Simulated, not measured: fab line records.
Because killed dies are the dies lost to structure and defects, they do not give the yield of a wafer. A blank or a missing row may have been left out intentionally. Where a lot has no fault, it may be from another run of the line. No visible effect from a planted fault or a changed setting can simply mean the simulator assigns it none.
Struck lot and sound lot, side by side	flow nand_harc	15 steps out of a route of 1302
Sound: wafers L989.2, L989.4, L989.6. Struck: wafer L100.4; the same lot's L100.3 was not struck, so it is left out; see the end for the cause.
Each step with rows lists, per side, the tool, then ch with its chambers, then its first start. Under that, the readings that differ: sound wafers	struck wafers	difference of the means	sigmas: that difference in standard deviations of wafers without a fault.
alike: readings with means less than 2 such deviations apart, plus words and numbers identical on both sides. not compared: withheld readings, readings lacking a value on some wafer, bounds such as >300 that could conceal the same value, and numbers that have no deviation in the record and whose values overlap.
The two part at a step that has a row with sigmas, a row that says differs or no value, or rows on one side only. Numbers that don't overlap but have no deviation are shown without sigmas and don't part them. A reading that every wafer of one side lacks parts them only if that side has two wafers or more.

first, 1 step without rows for these wafers: NHARC_A_ONON_D1_DEP_06 (target thk 1000 nm).
NHARC_A_ONON_D1_THK_MEAS_08: measures by ellipsometry.
  sound on film_metro-02 at day 7 14:08; struck on film_metro-02 at day 12 06:07
reading	sound	struck	difference	sigmas
thk_nm (nm)	1011 1011 1011	979	-32	-3
then NHARC_A_ONON_D1_DEP_09 (target thk 1000 nm), 1 step lacking rows for these wafers.
NHARC_A_ONON_D1_THK_MEAS_11: measures by ellipsometry.
  sound on film_metro-02 at day 7 14:43; struck on film_metro-01 at day 12 06:40
  alike: thk_nm
then NHARC_A_ONON_D1_DEP_12 (target thk 1000 nm), 1 step lacking rows for these wafers.
NHARC_A_ONON_D1_THK_MEAS_14: measures by ellipsometry.
  sound on film_metro-02 at day 7 15:17; struck on film_metro-01 at day 12 07:14
  alike: thk_nm
then, 2 steps without rows for these wafers: NHARC_A_ONON_D1_ANNEAL_15 (time 3600 s); NHARC_A_ONON_D1_DEP_16 (target thk 1000 nm).
NHARC_A_ONON_D1_THK_MEAS_18: measures by ellipsometry.
  sound on film_metro-02 at day 7 23:04; struck on film_metro-01 at day 12 15:02
  alike: thk_nm
then NHARC_A_ONON_D1_DEP_19 (target thk 1000 nm), 1 step lacking rows for these wafers.
NHARC_A_ONON_D1_THK_MEAS_21: measures by ellipsometry.
  sound on film_metro-02 at day 7 23:38; struck on film_metro-02 at day 12 15:36
  alike: thk_nm
NHARC_A_ONON_D1_DEP_22: target thk 1000 nm.
  sound on pecvd_onon-02 ch 0, day 7 23:45; struck on pecvd_onon-02 ch 0, day 12 15:47
reading	sound	struck	difference	sigmas
susceptor_temp_C (C)	399.98 399.69 400.03	400.51	+0.61	+3
  alike: sih4_flow_sccm
NHARC_A_ONON_D1_THK_MEAS_24: measures by ellipsometry.
  sound on film_metro-01 at day 8 00:12; struck on film_metro-02 at day 12 16:10
reading	sound	struck	difference	sigmas
thk_nm (nm)	1004 1002 1005	1032	+28	+3
then NHARC_A_ONON_D1_DEP_25 (target thk 1000 nm), 1 step lacking rows for these wafers.
-- break in the record here, with 16 days between the starts of the struck wafers on either side (left off in module A_ONON_D1, picked up again in module END, where the first step shown is number 1302 on the route) --
NHARC_END_SORT_01:
  at this point the record logs the struck wafers (prober-01 ch 0, day 29 00:00) and has no rows for the sound ones

== WHERE THEY PART ==
Last at NHARC_END_SORT_01 as far as this record goes, first at NHARC_A_ONON_D1_THK_MEAS_08.

WHY: whatever the simulator had introduced
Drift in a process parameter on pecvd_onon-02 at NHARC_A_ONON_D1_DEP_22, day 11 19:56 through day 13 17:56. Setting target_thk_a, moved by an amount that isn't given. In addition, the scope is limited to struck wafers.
